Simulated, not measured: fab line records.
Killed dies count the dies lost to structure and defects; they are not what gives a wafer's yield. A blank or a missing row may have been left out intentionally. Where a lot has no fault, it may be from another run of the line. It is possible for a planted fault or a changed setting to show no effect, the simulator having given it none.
fab line records    flow n5_finfet
record: lots: 24  wafers: 72  last_day: 18
route steps=1938 shown BEOL_M4@1106 BEOL_M5@1170 BEOL_M6@1232 BEOL_M7@1266
lots that met no fault: from a run of the same line without faults
start_h: start of the lot's first displayed wafer, in hours after the record's first day    wait_h: hours elapsed since this lot's preceding step    " repeats the value in the row above    L1.1+2: a row that stands for several wafers    - either no value or no given start    * or withheld: withheld    < > ~ a bound
route shown NAME@n: NAME is a module with steps in the file, n the number in the route of the first one    usual: mean/standard deviation of fault-free wafers    same: alike in all rows    chamber/n: place in a boat    sites: readings site by site    _std_site: how widely they spread, as a standard deviation    _edge_site: outer sites' mean less inner sites'    radius_mm: for every site, how far away it sits from the centre of the wafer    mask NAME#n: copy n    behind: the most recent tool/chamber to have shaped the wafer    hold: cause of the lot's hold/its duration in hours/its outcome    device: names the non-switching transistor (n, p or np)    end of line: at the end of the route, the tests of the same wafers    a step without rows: its recipe alone    killed: the dies lost at the first sort to structure and to defects; this is not the yield of the wafer    map: dies across one wafer; x = killed, . = not, _ = none there
set.NAME: the setting that was run; set.NAME@STEP: the one run at that earlier step    model.NAME: the simulator's own value behind a step, which no gauge read
the route's steps for a sample of lots (tables are steps, rows are wafers)
services: the hour from which a tool's chamber was out of use, counted from the record's first day as start_h (under 0 if before that day), plus the number of hours and why
== steps ==
step: N5_BEOL_M4_CO_CAP_55
recipe: material: Co  target_thk_a: 20  temp_c: 200  precursor: CCTBA/H2  pressure_torr: 30  time_s: 102.1
usual: heater_power_w: 229/15
lot.wafer  tool       chamber  start_h  wait_h  heater_power_w
L074.2     cvd_co-01  0        180.24   0.0     217
L074.4     "          2        "        "       227
L074.5     "          1        "        "       219
L075.1     cvd_co-02  1        185.82   0.0     250
L075.4     "          1        "        "       255
L075.6     "          0        "        "       232
L076.2     cvd_co-01  1        194.80   0.0     220
L076.5     "          0        "        "       220
L076.6     "          2        "        "       220
L077.1     cvd_co-01  2        197.68   0.0     225
L077.4     "          1        "        "       219
L077.6     "          0        "        "       212
L079.1     cvd_co-02  1        198.69   0.0     256
L079.2     "          2        "        "       222
L079.3     "          0        "        "       229
L078.1     cvd_co-01  2        201.37   0.0     220
L078.3     "          1        "        "       221
L078.6     "          0        "        "       221
L080.3     cvd_co-02  2        218.95   0.0     219
L080.4     "          0        "        "       232
L080.5     "          2        "        "       218
L081.1     cvd_co-02  2        219.50   0.0     219
L081.5     "          2        "        "       218
L081.6     "          1        "        "       254
L082.1     cvd_co-01  2        224.23   0.0     222
L082.5     "          2        "        "       225
L082.6     "          0        "        "       214
L083.2     cvd_co-01  0        236.85   0.0     212
L083.3     "          1        "        "       213
L083.4     "          1        "        "       216
L085.1     cvd_co-02  2        237.32   0.0     222
L085.3     "          0        "        "       231
L085.4     "          1        "        "       264
L084.1     cvd_co-02  1        241.86   0.0     256
L084.2     "          0        "        "       234
L084.3     "          2        "        "       224
L088.1     cvd_co-01  2        244.86   0.0     225
L088.2     "          1        "        "       215
L088.5     "          2        "        "       225
L086.1     cvd_co-01  2        244.97   0.0     220
L086.3     "          0        "        "       212
L086.5     "          1        "        "       219
L087.3     cvd_co-01  0        267.28   0.0     215
L087.4     "          1        "        "       216
L087.5     "          0        "        "       223
L089.1     cvd_co-02  2        267.69   0.0     223
L089.4     "          0        "        "       238
L089.6     "          1        "        "       259
L090.1     cvd_co-02  0        273.16   0.0     236
L090.2     "          2        "        "       225
L090.3     "          1        "        "       254
L091.1     cvd_co-02  2        287.15   0.0     220
L091.3     "          0        "        "       237
L091.6     "          1        "        "       267
L094.1     cvd_co-02  2        291.96   0.0     223
L094.2     "          0        "        "       241
L094.5     "          0        "        "       234
L092.1     cvd_co-01  2        292.12   0.0     226
L092.4     "          1        "        "       222
L092.6     "          0        "        "       220
L093.3     cvd_co-01  0        296.70   0.0     217
L093.4     "          1        "        "       220
L093.5     "          2        "        "       226
L096.1     cvd_co-02  2        297.05   0.0     220
L096.2     "          0        "        "       235
L096.6     "          1        "        "       253
L095.1     cvd_co-01  1        312.14   0.0     217
L095.2     "          2        "        "       227
L095.5     "          0        "        "       218
L097.1     cvd_co-02  2        318.22   0.0     227
L097.3     "          0        "        "       232
L097.5     "          0        "        "       236
step: N5_BEOL_M5_DEGAS_44
recipe: ambient: vacuum  temp_c: 250  time_s: 60
usual: heater_power_w: 363/27
lot.wafer  tool            chamber  start_h  wait_h  heater_power_w
L074.2     pvd_sputter-03  -        185.60   0.4     334
L074.4     "               -        "        "       354
L074.5     "               -        "        "       358
L075.1     pvd_sputter-01  -        192.66   1.3     373
L075.4     "               -        "        "       353
L075.6     "               -        "        "       400
L076.2     pvd_sputter-01  -        200.91   0.4     349
L076.5     "               -        "        "       389
L076.6     "               -        "        "       412
L077.1     pvd_sputter-02  -        206.03   0.3     351
L077.4     "               -        "        "       331
L077.6     "               -        "        "       334
L079.1     pvd_sputter-03  -        206.38   0.5     392
L079.2     "               -        "        "       368
L079.3     "               -        "        "       350
L078.1     pvd_sputter-02  -        210.13   0.8     331
L078.3     "               -        "        "       333
L078.6     "               -        "        "       356
L080.3     pvd_sputter-01  -        225.20   0.3     353
L080.4     "               -        "        "       407
L080.5     "               -        "        "       409
L081.1     pvd_sputter-01  -        226.06   0.3     403
L081.5     "               -        "        "       348
L081.6     "               -        "        "       370
L082.1     pvd_sputter-03  -        231.39   0.3     348
L082.5     "               -        "        "       402
L082.6     "               -        "        "       373
L083.2     pvd_sputter-03  -        244.03   1.0     370
L083.3     "               -        "        "       341
L083.4     "               -        "        "       391
L085.1     pvd_sputter-03  -        244.11   0.6     347
L085.3     "               -        "        "       327
L085.4     "               -        "        "       362
L084.1     pvd_sputter-01  -        249.76   0.7     406
L084.2     "               -        "        "       382
L084.3     "               -        "        "       362
L088.1     pvd_sputter-03  -        252.94   0.3     327
L088.2     "               -        "        "       396
L088.5     "               -        "        "       342
L086.1     pvd_sputter-02  -        255.42   1.9     335
L086.3     "               -        "        "       353
L086.5     "               -        "        "       338
L089.1     pvd_sputter-01  -        273.04   0.3     400
L089.4     "               -        "        "       353
L089.6     "               -        "        "       404
L087.3     pvd_sputter-01  -        273.32   0.4     351
L087.4     "               -        "        "       411
L087.5     "               -        "        "       403
L090.1     pvd_sputter-03  -        279.34   0.3     344
L090.2     "               -        "        "       330
L090.3     "               -        "        "       401
L091.1     pvd_sputter-03  -        297.11   0.4     370
L091.3     "               -        "        "       327
L091.6     "               -        "        "       366
L092.1     pvd_sputter-02  -        299.89   0.3     347
L092.4     "               -        "        "       327
L092.6     "               -        "        "       325
L094.1     pvd_sputter-03  -        300.42   0.4     328
L094.2     "               -        "        "       379
L094.5     "               -        "        "       389
L093.3     pvd_sputter-02  -        303.83   0.3     358
L093.4     "               -        "        "       332
L093.5     "               -        "        "       330
L096.1     pvd_sputter-02  -        303.91   0.4     350
L096.2     "               -        "        "       335
L096.6     "               -        "        "       345
L095.1     pvd_sputter-03  -        319.81   0.3     369
L095.2     "               -        "        "       352
L095.5     "               -        "        "       362
L097.1     pvd_sputter-02  -        323.80   0.6     335
L097.3     "               -        "        "       329
L097.5     "               -        "        "       354
step: N5_BEOL_M6_ETCH_65
recipe: chemistry: CF4  target: SiARC  target_depth_a: 156  mask_material: CAR-EUV  time_s: 26  ion_energy_ev: 80  pressure_mtorr: 40  source_w: 545  bias_w: 36  Ar_flow_sccm: 100  cf4_flow_sccm: 100  ends: cleared
usual: drypump_motor_current_A: 5.9/0.5  etch_rf_on_time_s: 25.8/0.64  oes_product_au: 0.68/0.062  rf_vpp_V: 184.6/1.2  showerhead_plenum_p_Torr: 2.18/0.057  throttle_valve_pct: 15.56/0.26
lot.wafer  tool         chamber  start_h  wait_h  drypump_motor_current_A  etch_rf_on_time_s  oes_product_au  rf_hours_counter_h  rf_vpp_V  showerhead_plenum_p_Torr  throttle_valve_pct
L074.2     rie_diel-06  0        194.33   0.0     6.3                      26.8               0.61            206                 183.7     2.20                      15.82
L074.4     "            3        "        "       5.0                      26.4               0.63            179                 184.4     2.20                      15.45
L074.5     "            0        "        "       6.3                      27.0               0.61            -                   182.9     2.20                      15.82
L075.1     rie_diel-06  1        205.22   0.0     6.5                      24.7               0.72            56                  185.8     2.26                      15.47
L075.4     "            2        "        "       5.9                      26.4               0.80            9                   182.8     2.13                      15.34
L075.6     "            1        "        "       6.5                      24.6               0.73            -                   184.9     2.26                      15.44
L076.2     rie_diel-06  0        211.23   0.0     6.3                      26.8               0.61            211                 185.0     2.20                      15.83
L076.5     "            3        "        "       5.0                      26.0               0.63            -                   184.4     2.20                      15.48
L076.6     "            0        "        "       6.3                      26.7               0.60            -                   184.1     2.20                      15.83
L077.1     rie_diel-04  0        216.50   0.0     5.0                      25.5               0.74            60                  184.1     2.08                      15.72
L077.4     "            1        "        "       5.8                      27.1               0.57            243                 186.7     2.20                      15.61
L077.6     "            3        "        "       6.3                      25.4               0.70            -                   184.6     2.16                      15.31
L079.1     rie_diel-05  3        219.70   0.0     5.8                      26.5               0.60            231                 183.4     2.19                      15.38
L079.2     "            0        "        "       6.2                      26.5               0.73            45                  184.5     2.25                      15.26
L079.3     "            1        "        "       5.8                      25.8               0.63            161                 185.1     2.22                      16.02
L078.1     rie_diel-06  1        224.32   0.0     6.5                      24.5               0.72            62                  185.8     2.26                      15.47
L078.3     "            2        "        "       5.9                      25.9               0.80            15                  183.9     2.12                      15.37
L078.6     "            2        "        "       5.9                      26.0               0.79            -                   183.1     2.12                      15.36
L080.3     rie_diel-04  3        237.42   0.0     6.3                      25.7               0.69            98                  185.1     2.15                      15.33
L080.4     "            2        "        "       6.3                      25.6               0.68            -                   185.1     2.24                      15.64
L080.5     "            0        "        "       5.0                      25.8               0.73            -                   182.1     2.08                      15.74
L081.1     rie_diel-05  0        241.31   0.0     6.2                      25.9               0.72            54                  186.1     2.25                      15.26
L081.5     "            0        "        "       6.2                      26.0               0.73            -                   186.5     2.25                      15.28
L081.6     "            2        "        "       5.4                      25.4               0.70            -                   182.9     2.10                      15.46
L082.1     rie_diel-04  0        243.28   0.0     5.0                      25.8               0.72            70                  183.2     2.08                      15.74
L082.5     "            0        "        "       5.0                      25.7               0.73            -                   183.3     2.08                      15.74
L082.6     "            2        "        "       6.3                      25.6               0.67            -                   184.8     2.24                      15.65
L083.2     rie_diel-05  1        255.08   0.0     5.8                      25.6               0.63            175                 186.2     2.22                      16.03
L083.3     "            0        "        "       6.2                      26.0               0.72            60                  185.2     2.25                      15.27
L083.4     "            2        "        "       5.4                      25.7               0.69            -                   184.8     2.09                      15.45
L085.1     rie_diel-06  3        255.48   0.0     5.0                      25.9               0.62            199                 184.2     2.19                      15.50
L085.3     "            0        "        "       6.3                      26.9               0.59            226                 184.5     2.19                      15.88
L085.4     "            2        "        "       5.9                      26.1               0.76            25                  181.4     2.12                      15.38
L084.1     rie_diel-04  1        262.01   0.0     5.8                      26.8               0.83            2                   183.8     2.20                      15.17
L084.2     "            3        "        "       6.3                      25.5               0.69            108                 184.6     2.15                      15.34
L084.3     "            0        "        "       4.9                      26.0               0.71            77                  181.9     2.08                      15.77
L088.1     rie_diel-05  1        262.57   0.0     5.8                      25.6               0.62            179                 185.1     2.22                      16.06
L088.2     "            2        "        "       5.4                      25.9               0.68            105                 183.2     2.09                      15.49
L088.5     "            1        "        "       5.8                      25.6               0.62            -                   184.7     2.21                      16.05
L086.1     rie_diel-05  0        266.45   0.0     6.2                      26.1               0.71            65                  184.4     2.25                      15.28
L086.3     "            2        "        "       5.4                      25.3               0.69            107                 184.0     2.09                      15.49
L086.5     "            2        "        "       5.4                      25.3               0.69            -                   183.7     2.09                      15.49
L087.3     rie_diel-04  0        284.59   0.0     5.0                      26.1               0.70            84                  184.0     2.07                      15.79
L087.4     "            3        "        "       6.3                      25.5               0.67            115                 183.1     2.15                      15.37
L087.5     "            2        "        "       6.3                      25.4               0.66            -                   184.8     2.23                      15.69
L089.1     rie_diel-06  0        284.84   0.0     6.4                      26.6               0.60            231                 186.1     2.19                      15.88
L089.4     "            3        "        "       5.1                      25.7               0.61            212                 184.1     2.19                      15.52
L089.6     "            0        "        "       6.4                      26.7               0.60            -                   183.2     2.19                      15.87
L090.1     rie_diel-05  3        291.61   0.0     5.8                      26.2               0.59            248                 185.4     2.18                      15.44
L090.2     "            0        "        "       6.2                      26.3               0.70            74                  184.7     2.24                      15.31
L090.3     "            1        "        "       5.8                      25.8               0.62            190                 184.6     2.21                      16.08
L091.1     rie_diel-05  0        309.26   0.0     6.2                      26.4               0.69            83                  184.5     2.24                      15.34
L091.3     "            2        "        "       5.4                      25.3               0.68            119                 183.4     2.09                      15.52
L091.6     "            0        "        "       6.2                      26.0               0.69            -                   184.9     2.24                      15.33
L092.1     rie_diel-05  0        311.60   0.0     6.2                      26.5               0.69            84                  185.7     2.24                      15.35
L092.4     "            3        "        "       5.9                      25.5               0.84            0                   184.4     2.18                      14.98
L092.6     "            1        "        "       5.8                      25.6               0.61            -                   184.7     2.21                      16.10
L094.1     rie_diel-06  1        311.95   0.0     6.5                      24.2               0.69            98                  184.5     2.24                      15.55
L094.2     "            3        "        "       5.0                      25.7               0.61            223                 184.4     2.19                      15.56
L094.5     "            3        "        "       5.0                      26.1               0.60            -                   185.6     2.19                      15.54
L096.1     rie_diel-06  1        313.89   0.0     6.5                      24.5               0.69            99                  185.9     2.24                      15.55
L096.2     "            3        "        "       5.0                      26.0               0.60            224                 185.3     2.19                      15.53
L096.6     "            1        "        "       6.5                      24.3               0.69            -                   185.4     2.24                      15.54
L093.3     rie_diel-05  2        314.35   0.0     5.4                      25.5               0.67            122                 182.6     2.09                      15.51
L093.4     "            3        "        "       5.8                      25.4               0.84            1                   186.0     2.18                      14.97
L093.5     "            2        "        "       5.4                      25.6               0.67            -                   183.6     2.09                      15.52
L095.1     rie_diel-04  3        334.24   0.0     6.3                      25.5               0.66            132                 183.7     2.14                      15.38
L095.2     "            0        "        "       5.0                      25.4               0.70            100                 184.9     2.07                      15.81
L095.5     "            2        "        "       6.3                      25.4               0.66            -                   185.4     2.22                      15.71
L097.1     rie_diel-04  3        339.03   0.0     6.3                      26.0               0.66            134                 184.4     2.14                      15.40
L097.3     "            1        "        "       5.8                      26.7               0.76            31                  185.4     2.19                      15.23
L097.5     "            3        "        "       6.3                      25.6               0.66            -                   183.3     2.14                      15.40
step: N5_BEOL_M6_ETCH_41
recipe: chemistry: CH3F/O2  target: SiCN  target_depth_a: 297  taper_deg: 2  time_s: 52  ion_energy_ev: 120  mask_material: TiN  pressure_mtorr: 30  source_w: 395  bias_w: 75  Ar_flow_sccm: 150  CH3F_flow_sccm: 30  O2_flow_sccm: 20
usual: drypump_motor_current_A: 5.9/0.49  oes_product_au: 0.79/0.071  rf_vpp_V: 298.2/1.5  showerhead_plenum_p_Torr: 2.04/0.062  throttle_valve_pct: 16.3/0.32
lot.wafer  tool         chamber  start_h  wait_h  drypump_motor_current_A  oes_product_au  rf_hours_counter_h  rf_vpp_V  showerhead_plenum_p_Torr  throttle_valve_pct
L074.2     rie_diel-06  0        -        -       6.3                      0.72            206                 297.5     2.08                      16.7
L074.4     "            3        "        "       5.0                      0.75            179                 298.4     2.06                      16.2
L074.5     "            0        "        "       6.3                      0.72            -                   299.3     2.08                      16.6
L075.1     rie_diel-06  1        -        -       6.5                      0.85            56                  299.9     2.12                      16.2
L075.4     "            2        "        "       5.9                      0.94            9                   295.7     1.97                      16.0
L075.6     "            1        "        "       6.5                      0.85            -                   299.5     2.12                      16.2
L076.2     rie_diel-06  0        -        -       6.3                      0.71            212                 299.7     2.08                      16.7
L076.5     "            3        "        "       5.0                      0.74            -                   299.1     2.06                      16.2
L076.6     "            0        "        "       6.3                      0.72            -                   298.4     2.08                      16.7
L077.1     rie_diel-04  0        -        -       5.0                      0.86            60                  295.9     1.95                      16.5
L077.4     "            1        "        "       5.8                      0.67            244                 299.8     2.06                      16.3
L077.6     "            3        "        "       6.3                      0.82            -                   298.0     2.01                      16.0
L079.1     rie_diel-05  3        -        -       5.8                      0.70            231                 297.7     2.05                      16.1
L079.2     "            0        "        "       6.2                      0.85            45                  298.2     2.10                      15.9
L079.3     "            1        "        "       5.8                      0.75            161                 297.3     2.10                      16.9
L078.1     rie_diel-06  1        -        -       6.5                      0.84            62                  298.7     2.11                      16.2
L078.3     "            2        "        "       5.9                      0.93            15                  296.7     1.97                      16.0
L078.6     "            2        "        "       5.9                      0.94            -                   296.0     1.97                      16.0
L080.3     rie_diel-04  3        -        -       6.3                      0.81            98                  297.4     2.01                      16.0
L080.4     "            2        "        "       6.3                      0.78            -                   298.6     2.11                      16.4
L080.5     "            0        "        "       5.0                      0.85            -                   295.3     1.95                      16.5
L081.1     rie_diel-05  0        -        -       6.2                      0.84            54                  298.8     2.10                      15.9
L081.5     "            0        "        "       6.2                      0.84            -                   299.1     2.10                      15.9
L081.6     "            2        "        "       5.4                      0.82            -                   295.9     1.93                      16.0
L082.1     rie_diel-04  0        -        -       4.9                      0.85            70                  295.9     1.95                      16.5
L082.5     "            0        "        "       5.0                      0.84            -                   295.1     1.95                      16.5
L082.6     "            2        "        "       6.3                      0.78            -                   301.1     2.11                      16.4
L083.2     rie_diel-05  1        -        -       5.8                      0.74            176                 299.2     2.09                      16.9
L083.3     "            0        "        "       6.2                      0.83            60                  300.2     2.10                      15.9
L083.4     "            2        "        "       5.4                      0.81            -                   297.1     1.93                      16.0
L085.1     rie_diel-06  3        -        -       5.0                      0.73            199                 298.8     2.06                      16.2
L085.3     "            0        "        "       6.3                      0.70            226                 299.0     2.07                      16.7
L085.4     "            2        "        "       5.9                      0.91            25                  297.7     1.96                      16.0
L084.1     rie_diel-04  1        -        -       5.8                      0.98            3                   298.5     2.05                      15.9
L084.2     "            3        "        "       6.3                      0.79            108                 298.3     2.01                      16.0
L084.3     "            0        "        "       5.0                      0.83            77                  296.1     1.95                      16.5
L088.1     rie_diel-05  1        -        -       5.8                      0.72            179                 298.8     2.09                      16.9
L088.2     "            2        "        "       5.4                      0.80            105                 294.9     1.93                      16.0
L088.5     "            1        "        "       5.8                      0.72            -                   299.2     2.09                      16.9
L086.1     rie_diel-05  0        -        -       6.2                      0.84            65                  299.6     2.10                      16.0
L086.3     "            2        "        "       5.4                      0.80            107                 295.7     1.93                      16.1
L086.5     "            2        "        "       5.4                      0.80            -                   295.3     1.93                      16.1
L087.3     rie_diel-04  0        -        -       5.0                      0.82            84                  296.7     1.94                      16.6
L087.4     "            3        "        "       6.3                      0.79            115                 296.9     2.01                      16.1
L087.5     "            2        "        "       6.2                      0.78            -                   298.4     2.10                      16.4
L089.1     rie_diel-06  0        -        -       6.3                      0.70            231                 298.8     2.07                      16.7
L089.4     "            3        "        "       5.1                      0.72            212                 300.1     2.05                      16.3
L089.6     "            0        "        "       6.3                      0.71            -                   298.5     2.07                      16.7
L090.1     rie_diel-05  3        -        -       5.9                      0.69            248                 298.5     2.04                      16.1
L090.2     "            0        "        "       6.2                      0.82            74                  297.7     2.09                      16.0
L090.3     "            1        "        "       5.8                      0.72            190                 298.8     2.09                      16.9
L091.1     rie_diel-05  0        -        -       6.2                      0.80            83                  299.1     2.09                      16.0
L091.3     "            2        "        "       5.4                      0.79            120                 296.5     1.93                      16.1
L091.6     "            0        "        "       6.2                      0.80            -                   300.7     2.09                      16.0
L092.1     rie_diel-05  0        -        -       6.2                      0.79            85                  299.1     2.09                      16.0
L092.4     "            3        "        "       5.8                      0.97            0                   297.1     2.04                      15.7
L092.6     "            1        "        "       5.8                      0.71            -                   298.8     2.08                      16.9
L094.1     rie_diel-06  1        -        -       6.5                      0.80            98                  298.9     2.10                      16.3
L094.2     "            3        "        "       5.0                      0.70            223                 297.8     2.05                      16.3
L094.5     "            3        "        "       5.0                      0.71            -                   301.1     2.05                      16.3
L096.1     rie_diel-06  1        -        -       6.5                      0.80            99                  299.0     2.10                      16.3
L096.2     "            3        "        "       5.1                      0.71            224                 298.0     2.05                      16.3
L096.6     "            1        "        "       6.5                      0.80            -                   300.4     2.10                      16.2
L093.3     rie_diel-05  2        -        -       5.4                      0.78            122                 295.6     1.93                      16.1
L093.4     "            3        "        "       5.9                      0.98            1                   298.0     2.04                      15.7
L093.5     "            2        "        "       5.4                      0.79            -                   295.4     1.93                      16.1
L095.1     rie_diel-04  3        -        -       6.3                      0.78            132                 299.4     2.00                      16.1
L095.2     "            0        "        "       5.0                      0.81            100                 295.7     1.94                      16.6
L095.5     "            2        "        "       6.3                      0.75            -                   300.1     2.10                      16.5
L097.1     rie_diel-04  3        -        -       6.3                      0.78            135                 297.2     2.00                      16.1
L097.3     "            1        "        "       5.8                      0.89            31                  297.3     2.04                      15.9
L097.5     "            3        "        "       6.3                      0.78            -                   298.0     2.00                      16.1
step: N5_BEOL_M6_SURFACE_TREAT_79
recipe: gas: Ar  time_s: *  ion_energy_ev: *  ion_current_ma_cm2: 0.5  pressure_mtorr: *  ar_flow_sccm: 30
usual: pressure_mtorr: *  throttle_valve_pct: *
lot.wafer  tool            chamber  start_h  wait_h  pressure_mtorr  throttle_valve_pct
L074.2     pvd_sputter-03  -        196.98   1.1     *               *
L074.4     "               -        "        "       *               *
L074.5     "               -        "        "       *               *
L075.1     pvd_sputter-03  -        206.50   0.2     *               *
L075.4     "               -        "        "       *               *
L075.6     "               -        "        "       *               *
L076.2     pvd_sputter-01  -        214.24   1.6     *               *
L076.5     "               -        "        "       *               *
L076.6     "               -        "        "       *               *
L077.1     pvd_sputter-03  -        220.31   0.2     *               *
L077.4     "               -        "        "       *               *
L077.6     "               -        "        "       *               *
L079.1     pvd_sputter-02  -        221.01   0.2     *               *
L079.2     "               -        "        "       *               *
L079.3     "               -        "        "       *               *
L078.1     pvd_sputter-03  -        225.78   0.3     *               *
L078.3     "               -        "        "       *               *
L078.6     "               -        "        "       *               *
L080.3     pvd_sputter-02  -        238.74   0.2     *               *
L080.4     "               -        "        "       *               *
L080.5     "               -        "        "       *               *
L081.1     pvd_sputter-01  -        243.32   0.4     *               *
L081.5     "               -        "        "       *               *
L081.6     "               -        "        "       *               *
L082.1     pvd_sputter-03  -        244.64   0.2     *               *
L082.5     "               -        "        "       *               *
L082.6     "               -        "        "       *               *
L083.2     pvd_sputter-02  -        257.10   0.4     *               *
L083.3     "               -        "        "       *               *
L083.4     "               -        "        "       *               *
L085.1     pvd_sputter-03  -        258.06   0.5     *               *
L085.3     "               -        "        "       *               *
L085.4     "               -        "        "       *               *
L084.1     pvd_sputter-01  -        263.62   0.2     *               *
L084.2     "               -        "        "       *               *
L084.3     "               -        "        "       *               *
L088.1     pvd_sputter-03  -        264.68   0.3     *               *
L088.2     "               -        "        "       *               *
L088.5     "               -        "        "       *               *
L086.1     pvd_sputter-03  -        269.26   0.2     *               *
L086.3     "               -        "        "       *               *
L086.5     "               -        "        "       *               *
L087.3     pvd_sputter-03  -        287.96   1.9     *               *
L087.4     "               -        "        "       *               *
L087.5     "               -        "        "       *               *
L089.1     pvd_sputter-03  -        288.00   1.7     *               *
L089.4     "               -        "        "       *               *
L089.6     "               -        "        "       *               *
L090.1     pvd_sputter-02  -        293.35   0.2     *               *
L090.2     "               -        "        "       *               *
L090.3     "               -        "        "       *               *
L091.1     pvd_sputter-01  -        311.97   0.2     *               *
L091.3     "               -        "        "       *               *
L091.6     "               -        "        "       *               *
L092.1     pvd_sputter-02  -        314.54   0.3     *               *
L092.4     "               -        "        "       *               *
L092.6     "               -        "        "       *               *
L094.1     pvd_sputter-01  -        314.77   0.2     *               *
L094.2     "               -        "        "       *               *
L094.5     "               -        "        "       *               *
L096.1     pvd_sputter-03  -        315.23   0.2     *               *
L096.2     "               -        "        "       *               *
L096.6     "               -        "        "       *               *
L093.3     pvd_sputter-02  -        315.88   0.4     *               *
L093.4     "               -        "        "       *               *
L093.5     "               -        "        "       *               *
L095.1     pvd_sputter-03  -        335.71   0.3     *               *
L095.2     "               -        "        "       *               *
L095.5     "               -        "        "       *               *
L097.1     pvd_sputter-02  -        340.50   0.2     *               *
L097.3     "               -        "        "       *               *
L097.5     "               -        "        "       *               *
step: N5_BEOL_M7_PECVD_70
recipe: material: SiO2  target_thk_a: 200  temp_c: 400  precursor: TEOS/O2  pressure_torr: 5.5  rf_w: 450  teos_flow_sccm: 53.8  gas: O2  flow_sccm: 3000  time_s: 22.7
usual: heater_power_w: 694/61  showerhead_plenum_p_Torr: 8.74/0.037  throttle_valve_pct: 21.5/1.4
lot.wafer  tool      chamber  start_h  wait_h  heater_power_w  showerhead_plenum_p_Torr  throttle_valve_pct
L074.2     pecvd-03  1        199.10   0.0     635             8.75                      23.9
L074.4     "         1        "        "       624             8.73                      24.5
L074.5     "         0        "        "       784             8.82                      22.0
L075.1     pecvd-03  2        208.63   0.0     722             8.77                      19.7
L075.4     "         0        "        "       709             8.79                      22.0
L075.6     "         1        "        "       675             8.70                      24.3
L076.2     pecvd-04  0        216.33   0.0     709             8.78                      21.9
L076.5     "         1        "        "       698             8.72                      22.1
L076.6     "         2        "        "       829             8.72                      21.7
L077.1     pecvd-04  2        222.38   0.0     728             8.71                      22.0
L077.4     "         0        "        "       560             8.79                      22.0
L077.6     "         2        "        "       737             8.74                      22.2
L079.1     pecvd-03  1        223.40   0.0     642             8.72                      24.1
L079.2     "         0        "        "       719             8.81                      21.9
L079.3     "         2        "        "       624             8.73                      20.0
L078.1     pecvd-02  0        228.17   0.0     660             8.71                      20.6
L078.3     "         1        "        "       644             8.74                      21.3
L078.6     "         0        "        "       653             8.71                      20.7
L080.3     pecvd-03  1        240.53   0.0     638             8.72                      24.3
L080.4     "         2        "        "       620             8.77                      20.1
L080.5     "         1        "        "       645             8.72                      24.1
L081.1     pecvd-02  2        245.41   0.0     784             8.75                      19.2
L081.5     "         0        "        "       604             8.71                      20.5
L081.6     "         2        "        "       782             8.73                      19.4
L082.1     pecvd-04  2        247.11   0.0     808             8.72                      21.8
L082.5     "         1        "        "       603             8.68                      22.4
L082.6     "         0        "        "       724             8.79                      22.1
L083.2     pecvd-03  1        259.16   0.0     603             8.72                      24.0
L083.3     "         0        "        "       777             8.79                      22.0
L083.4     "         1        "        "       583             8.73                      23.8
L085.1     pecvd-03  0        260.26   0.0     710             8.78                      22.2
L085.3     "         2        "        "       667             8.75                      19.8
L085.4     "         1        "        "       606             8.75                      24.0
L084.1     pecvd-03  2        266.64   0.0     720             8.75                      19.9
L084.2     "         0        "        "       778             8.82                      22.3
L084.3     "         1        "        "       587             8.73                      24.0
L088.1     pecvd-04  0        267.86   0.0     687             8.79                      21.9
L088.2     "         1        "        "       705             8.68                      22.3
L088.5     "         1        "        "       710             8.71                      22.4
L086.1     pecvd-02  1        271.52   0.0     705             8.73                      20.8
L086.3     "         2        "        "       743             8.71                      19.5
L086.5     "         1        "        "       722             8.75                      21.1
L087.3     pecvd-02  0        290.24   0.0     644             8.71                      20.7
L087.4     "         0        "        "       673             8.72                      20.7
L087.5     "         1        "        "       713             8.71                      21.4
L089.1     pecvd-02  0        290.48   0.0     618             8.70                      20.8
L089.4     "         0        "        "       636             8.68                      20.7
L089.6     "         2        "        "       794             8.72                      19.2
L090.1     pecvd-03  0        295.83   0.0     732             8.79                      22.4
L090.2     "         2        "        "       687             8.77                      19.7
L090.3     "         0        "        "       729             8.82                      22.2
L091.1     pecvd-04  1        313.76   0.0     688             8.69                      22.7
L091.3     "         2        "        "       734             8.73                      21.8
L091.6     "         2        "        "       737             8.70                      22.3
L092.1     pecvd-02  0        316.56   0.0     699             8.70                      20.9
L092.4     "         1        "        "       643             8.75                      21.3
L092.6     "         0        "        "       705             8.70                      20.8
L094.1     pecvd-02  2        317.49   0.0     801             8.71                      19.1
L094.2     "         1        "        "       665             8.74                      21.2
L094.5     "         1        "        "       672             8.76                      21.3
L096.1     pecvd-02  1        318.22   0.0     682             8.74                      21.4
L096.2     "         0        "        "       643             8.70                      20.7
L096.6     "         1        "        "       689             8.74                      21.2
L093.3     pecvd-03  2        318.62   0.0     704             8.76                      20.2
L093.4     "         2        "        "       710             8.78                      19.9
L093.5     "         0        "        "       772             8.77                      22.4
L095.1     pecvd-04  1        337.88   0.0     667             8.72                      22.4
L095.2     "         0        "        "       619             8.80                      22.1
L095.5     "         0        "        "       631             8.81                      22.0
L097.1     pecvd-04  1        342.45   0.0     686             8.68                      22.2
L097.3     "         0        "        "       630             8.78                      21.9
L097.5     "         1        "        "       555             8.69                      22.5
== services ==
tool            chamber  start_h  hours  kind
pvd_sputter-02  -        157.03   4.8    repair
pecvd-02        -        158.06   4.1    repair
rie_diel-06     -        176.36   0.6    repair
pvd_sputter-03  -        216.20   4.0    repair
rie_diel-04     1        235.11   -      clean
rie_diel-04     1        235.11   -      consumable_replace:focus_ring
rie_diel-04     1        235.11   19.4   scheduled_down
rie_diel-04     1        235.11   19.4   vent_cycle
rie_diel-06     0        268.22   15.3   repair
pecvd-04        -        270.79   3.2    repair
pecvd-03        1        281.86   19.3   repair
rie_diel-06     2        293.88   4.3    repair
rie_diel-05     3        296.99   -      clean
rie_diel-05     3        296.99   -      consumable_replace:focus_ring
rie_diel-05     3        296.99   14.1   scheduled_down
rie_diel-05     3        296.99   14.1   vent_cycle
rie_diel-05     2        297.03   9.6    repair
rie_diel-06     2        304.45   10.4   repair
cvd_co-01       2        326.13   10.9   repair
cvd_co-02       1        333.33   -      clean
rie_diel-06     0        336.64   -      clean
rie_diel-06     0        336.64   -      consumable_replace:focus_ring
rie_diel-06     0        336.64   35.3   scheduled_down
rie_diel-06     0        336.64   35.3   vent_cycle
== key ==
fault none
